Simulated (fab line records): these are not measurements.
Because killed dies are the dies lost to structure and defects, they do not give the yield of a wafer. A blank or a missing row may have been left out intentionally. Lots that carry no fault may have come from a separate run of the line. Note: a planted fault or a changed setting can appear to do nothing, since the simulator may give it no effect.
fab line records | flow nand-harc
record lots=13 wafers=38 last-day=24
route steps=1159 shown A_SLIT@791 A_WL_FILL@811
lots with no fault: from the same line, run without faults
start-h: hours from the record's first day to the start of the lot's first wafer shown | wait-h: time in hours since the lot's previous step | " identical to the entry in the row above | L1.1+2: one row covering several wafers at once | - no value, or no start was given | * or withheld: withheld | < > ~ a bound
route shown NAME@n: a module of which the file shows steps, and the number in the route of the first | usual: the fault-free wafers' mean and standard deviation | same: alike in all rows | chamber/n: place in a boat | sites: the reading at each site | _std_site: standard deviation of those values | _edge_site: outer sites' mean less inner sites' | radius-mm: for every site, how far away it sits from the centre of the wafer | mask NAME#n: copy n | behind: tool/chamber where the wafer was last shaped | hold: reason for holding the lot/hours on hold/outcome of the hold | device: transistor that didn't switch, given as n, p or np | end of line: the tests these same wafers got at the end of their route | where a step has no rows: the recipe by itself | killed: dies that structure and defects cost at the first sort, which is not the same as the wafer's yield | map: a wafer's dies, marking killed ones x, the rest . and places with no die _
set.NAME: the setting that was run; set.NAME@STEP: the one run at that earlier step | model.NAME: the simulator's own value behind a step, which no gauge read
a sample of lots followed through the steps of the route, with each step as a table and each wafer as a row
services: when a tool's chamber went out of use (start-h, in hours from the record's first day, below 0 if earlier), for how many hours, and the reason
## steps
# step NHARC_A_SLIT_OVL_MEAS_10
# usual overlay-x-nm=0.0/0.67 overlay-y-nm=-0.3/0.58
# columns lot.wafer tool chamber start-h wait-h overlay-x-nm overlay-y-nm
L975.3 overlay-02 - 333.37 - -0.2 0.0
L975.5 " - " " -0.5 -0.3
L975.6 " - " " -0.4 -0.2
L972.2 overlay-02 - 333.88 - 0.6 -0.4
L972.3 " - " " 0.3 -0.8
L972.5 " - " " 0.6 -0.4
L973.1 overlay-01 - 334.03 - -0.6 0.3
L973.3 " - " " -0.5 -0.3
L973.6 " - " " -0.8 -0.2
L976.1 overlay-01 - 335.23 - -0.9 0.2
L976.4 " - " " -0.5 -0.5
L976.5 " - " " -0.6 -0.1
L974.2 overlay-02 - 338.94 - -0.3 -0.4
L974.3 " - " " 0.3 -0.6
L974.4 " - " " 0.0 -0.3
L979.2 overlay-02 - 362.06 - 0.4 -0.5
L979.5 " - " " -0.5 -0.9
L979.6 " - " " -0.4 -0.3
L980.1 overlay-02 - 371.23 - 0.4 0.1
L980.4 " - " " 0.4 0.3
L980.5 " - " " 0.5 -0.3
L982.1 overlay-01 - 371.46 - 1.6 -0.4
L982.5 " - " " 1.4 -0.4
L982.6 " - " " 1.6 -0.7
L985.1 overlay-01 - 389.01 - -0.1 0.8
L985.3 " - " " 0.2 0.5
L985.5 " - " " 0.4 -0.3
L987.3 overlay-02 - 413.65 - -0.3 -0.9
L987.4 " - " " -0.4 -0.7
L991.3 overlay-01 - 432.92 - -0.3 -1.1
L991.4 " - " " -0.3 -1.0
L991.6 " - " " -1.1 -1.2
L992.1 overlay-01 - 434.00 - -0.8 -1.2
L992.3 " - " " -0.7 -1.2
L992.6 " - " " -1.0 -0.7
L993.4 overlay-02 - 442.07 - -0.4 -0.8
L993.5 " - " " -0.7 -0.5
L993.6 " - " " -0.8 -0.9
# step NHARC_A_SLIT_ETCH_24
# recipe target-depth-a=1210 time-s=60.5 cf4-flow-sccm=100 chf3-flow-sccm=30 ar-flow-sccm=0 rf-w=500 bias-w=200 chemistry=CF4/CHF3
# usual drypump-motor-current-A=5.7/0.34 oes-product-au=0.960/0.018 rf-vpp-V=370.1/2.5 showerhead-plenum-p-Torr=1.56/0.073 throttle-valve-pct=16.802/0.0082
# columns lot.wafer tool chamber start-h wait-h drypump-motor-current-A oes-product-au rf-hours-counter-h rf-vpp-V showerhead-plenum-p-Torr throttle-valve-pct
L975.3 rie-diel-04 0 333.55 0.1 5.8 0.955 0 371.4 1.63 16.804
L975.5 " 0 " " 5.8 0.957 - 373.3 1.63 16.808
L975.6 " 1 " " 5.7 0.970 - 367.7 1.52 16.794
L972.2 rie-diel-07 0 334.06 0.1 5.7 0.950 6 366.5 1.49 16.804
L972.3 " 3 " " 5.6 0.992 5 369.0 1.50 16.806
L972.5 " 0 " " 5.7 0.951 - 365.6 1.49 16.792
L973.3 rie-diel-09 1 334.21 0.1 6.2 0.987 5 372.8 1.65 16.785
L973.1 " 3 " " 5.7 0.945 6 372.2 1.61 16.815
L973.6 " 2 " " 6.1 0.982 - 367.4 1.47 16.819
L976.4 rie-diel-04 0 335.41 0.1 5.8 0.978 1 371.9 1.63 16.798
L976.1 " 2 " " 6.0 0.948 2 369.2 1.53 16.801
L976.5 " 0 " " 5.8 0.972 - 372.4 1.63 16.799
L974.2 rie-diel-07 3 339.12 0.1 5.5 0.978 6 367.5 1.50 16.807
L974.3 " 0 " " 5.7 0.967 7 366.0 1.49 16.797
L974.4 " 2 " " 5.6 0.936 6 366.6 1.48 16.792
L979.2 rie-diel-07 1 362.26 0.1 5.0 0.956 8 374.3 1.68 16.784
L979.6 " 1 " " 5.0 0.958 - 374.8 1.68 16.811
L979.5 " 0 " " 5.7 0.956 - 366.3 1.49 16.796
L980.1 rie-diel-07 0 371.41 0.1 5.7 0.918 10 367.8 1.49 16.796
L980.4 " 2 " " 5.6 0.906 8 367.4 1.48 16.791
L980.5 " 1 " " 5.0 0.930 - 374.2 1.68 16.786
L982.1 rie-diel-09 3 371.65 0.1 5.7 0.957 9 370.4 1.61 16.798
L982.5 " 2 " " 6.1 0.969 - 368.2 1.47 16.796
L982.6 " 3 " " 5.7 0.964 - 373.2 1.61 16.798
L985.3 rie-diel-07 3 389.20 0.1 5.5 0.977 9 367.9 1.50 16.797
L985.1 " 0 " " 5.7 0.989 11 368.0 1.48 16.813
L985.5 " 2 " " 5.6 0.955 - 367.5 1.48 16.796
L987.3 rie-diel-04 3 413.84 0.1 6.0 0.972 8 371.3 1.62 16.800
L987.4 " 3 " " 6.0 0.966 - 373.1 1.62 16.804
L991.4 rie-diel-07 1 433.10 0.1 5.0 0.975 3 374.1 1.68 16.808
L991.3 " 2 " " 5.6 0.955 2 368.4 1.48 16.811
L991.6 " 1 " " 5.0 0.973 - 373.8 1.68 16.788
L992.3 rie-diel-07 2 434.19 0.1 5.7 0.958 3 367.1 1.48 16.809
L992.1 " 3 " " 5.5 0.985 1 368.7 1.49 16.800
L992.6 " 1 " " 5.0 0.979 - 373.9 1.68 16.805
L993.4 rie-diel-04 2 442.25 0.1 6.0 0.956 8 367.6 1.53 16.804
L993.6 " 1 " " 5.7 0.956 - 370.5 1.52 16.797
L993.5 " 2 " " 6.0 0.948 - 370.4 1.53 16.802
# step NHARC_A_WL_FILL_ALD_02
# recipe target-thk-a=20 pulse-time-s=3 ald-cycles=100 temp-c=450 material=TiN
# usual heater-power-w=1073/120 precursor-pulse-height-rel=1.001/0.018 susceptor-temp-C=450.00/0.23
# columns lot.wafer tool chamber start-h wait-h heater-power-w precursor-pulse-height-rel susceptor-temp-C
L975.3 ald-metal-01 1 345.10 0.2 1047 1.042 449.92
L975.5 " 0 " " 1011 0.966 449.92
L975.6 " 1 " " 1061 1.005 450.32
L972.3 ald-metal-03 3 345.11 0.1 1245 0.996 449.69
L972.2 " 2 " " 1134 1.022 449.94
L972.5 " 3 " " 1222 0.988 449.48
L973.1 ald-metal-04 1 345.31 0.3 1248 0.977 450.35
L973.3 " 2 " " 1148 0.968 449.63
L973.6 " 0 " " 984 0.992 449.90
L976.4 ald-metal-01 3 345.36 0.2 798 0.992 450.15
L976.1 " 0 " " 1000 1.000 449.66
L976.5 " 2 " " 1173 1.022 449.83
L974.3 ald-metal-04 1 352.67 0.1 1233 0.992 449.94
L974.2 " 3 " " 920 1.012 450.25
L974.4 " 0 " " 988 0.956 449.54
L979.2 ald-metal-01 2 374.59 0.2 1201 0.996 450.10
L979.6 " 0 " " 1013 0.980 450.17
L979.5 " 1 " " 1043 0.964 449.90
L982.1 ald-metal-01 2 383.05 0.2 1177 1.010 449.94
L982.6 " 1 " " 1024 1.002 449.83
L982.5 " 2 " " 1167 1.032 450.02
L980.1 ald-metal-04 1 383.16 0.2 1258 1.028 449.75
L980.4 " 0 " " 1005 1.012 449.90
L980.5 " 2 " " 1150 0.992 450.20
L985.1 ald-metal-03 2 406.20 0.3 1106 1.027 449.91
L985.3 " 3 " " 1238 1.022 450.36
L985.5 " 1 " " 1124 1.009 449.63
L987.3 ald-metal-01 0 425.75 0.2 1020 0.998 449.97
L987.4 " 1 " " 1035 1.014 450.02
L991.3 ald-metal-04 0 445.76 0.2 1005 1.004 449.87
L991.6 " 2 " " 1204 1.016 450.24
L991.4 " 3 " " 901 1.006 450.01
L992.3 ald-metal-03 2 445.88 0.2 1151 1.027 449.85
L992.1 " 0 " " 1022 0.983 449.79
L992.6 " 1 " " 1110 1.009 450.35
L993.4 ald-metal-04 2 454.03 0.3 1170 1.017 450.19
L993.6 " 3 " " 899 0.992 450.19
L993.5 " 0 " " 1003 0.991 449.94
# step NHARC_A_WL_FILL_ETCHBACK_16
# recipe target-depth-a=880 time-s=17.6 c4f8-flow-sccm=withheld o2-flow-sccm=8 ar-flow-sccm=withheld rf-w=600 bias-w=800 chemistry=C4F8/O2/Ar
# usual oes-product-au=0.99/0.03 rf-vpp-V=724/3.1 run-length-s=38.7/0.56
# columns lot.wafer tool chamber start-h wait-h oes-product-au rf-hours-counter-h rf-vpp-V run-length-s
L972.2 rie-diel-11 3 359.08 - 0.94 5.9 728 39.1
L972.3 " 0 " " 0.94 6.2 728 39.6
L972.5 " 1 " " 0.95 - 725 38.2
L973.3 rie-diel-01 1 359.12 - 0.96 2.6 721 38.0
L973.1 " 2 " " 1.02 2.3 721 39.0
L973.6 " 1 " " 0.97 - 722 38.0
L976.4 rie-diel-01 3 362.17 - 0.99 2.3 721 38.4
L976.1 " 0 " " 1.02 2.6 728 38.2
L976.5 " 3 " " 0.98 - 722 39.2
L975.3 rie-diel-11 3 362.20 - 1.00 6.0 729 39.0
L975.5 " 1 " " 1.03 - 725 38.2
L975.6 " 2 " " 0.99 - 721 39.5
L974.2 rie-diel-01 3 370.69 - 0.99 3.1 723 38.8
L974.3 " 0 " " 1.02 3.5 726 38.2
L974.4 " 1 " " 0.96 3.5 721 37.8
L979.2 rie-diel-11 1 391.62 - 1.02 0.5 725 38.1
L979.5 " 2 " " 0.99 - 720 38.9
L979.6 " 3 " " 1.01 - 729 39.7
L982.1 rie-diel-10 3 406.79 - 1.00 1.1 722 38.9
L982.6 " 3 " " 1.01 - 725 38.3
L982.5 " 0 " " 1.00 - 728 38.4
L980.1 rie-diel-10 0 409.88 - 0.99 1.3 728 38.1
L980.4 " 2 " " 0.99 1.2 719 39.8
L980.5 " 0 " " 1.00 - 726 38.1
L985.3 rie-diel-01 2 423.92 - 0.93 5.5 722 39.4
L985.1 " 3 " " 0.90 5.9 722 38.9
L985.5 " 2 " " 0.94 - 721 39.0
L987.4 rie-diel-10 2 439.85 - 0.99 2.0 720 28.2
L987.3 " 1 " " 0.99 2.2 724 28.1
L991.3 rie-diel-11 3 463.45 - 1.02 3.4 729 39.2
L991.4 " 0 " " 0.99 3.9 727 39.1
L991.6 " 3 " " 1.01 - 732 38.8
L992.3 rie-diel-11 0 463.70 - 1.01 4.0 726 39.0
L992.1 " 2 " " 0.99 3.5 720 39.1
L992.6 " 0 " " 1.00 - 727 39.0
L993.4 rie-diel-01 2 470.52 - 1.02 8.6 721 39.0
L993.5 " 2 " " 1.01 - 723 38.9
L993.6 " 3 " " 0.98 - 722 38.7
## services
# columns tool chamber start-h hours kind
rie-diel-07 0 311.17 - clean
rie-diel-07 1 311.17 - clean
rie-diel-07 2 311.17 - clean
rie-diel-07 3 311.17 - clean
rie-diel-01 - 314.80 9.0 pm
rie-diel-07 1 315.37 3.0 repair
ald-metal-03 - 322.00 10.0 pm
rie-diel-07 0 335.67 - clean
rie-diel-10 - 353.50 9.0 pm
rie-diel-07 3 358.49 5.0 repair
rie-diel-11 - 366.50 9.0 pm
ald-metal-01 3 378.46 2.2 repair
rie-diel-04 2 384.16 13.6 repair
rie-diel-09 3 396.25 8.2 repair
ald-metal-03 0 397.36 14.3 repair
ald-metal-04 - 406.00 10.0 pm
rie-diel-04 2 407.51 9.3 repair
rie-diel-07 3 418.76 12.8 repair
rie-diel-09 - 430.05 0.3 repair
rie-diel-11 3 430.58 3.9 repair
rie-diel-09 - 431.10 9.0 pm
ald-metal-04 1 438.73 25.8 repair
rie-diel-04 3 443.74 6.8 repair
ald-metal-01 - 458.00 10.0 pm
## key
first-sign step=NHARC_A_WL_FILL_ETCHBACK_16 reading=run-length-s direction=down sigmas=19 usual=* struck=*
effect none on later readings
met-at NHARC_A_WL_FILL_ETCHBACK_16
struck-lots L987
struck-wafers L987.3,L987.4
later-rows-left-out L987.3,L987.4
sort-left-out L987.3,L987.4
tester-left-out L987
not-acting-at NHARC_A_SLIT_OVL_MEAS_10,NHARC_A_SLIT_ETCH_24,NHARC_A_WL_FILL_ALD_02
onset-between 409.88 439.85
fault kind=process-parameter-drift tool=rie-diel-10 chamber=- onset-h=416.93 steps=NHARC_A_WL_FILL_ETCHBACK_16 channel=time-s offset=* shape=step end-h=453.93 scope=struck-wafers-only acts-in=* stated=*
# tester-left-out: of these lots the tester's yield and bins aren't shown, on N5 and GAA mostly nor the transistor test; their killed dies are dies lost to structure and defects alone, not to doping, threshold or leakage, so they don't give the yield
# sort-left-out: the simulated sort isn't trusted on such a fault, so these wafers' sort isn't shown, and their yield isn't known
# later-rows-left-out: the simulator's readings of these wafers behind a module that went badly wrong aren't trusted and aren't shown, but for the sort
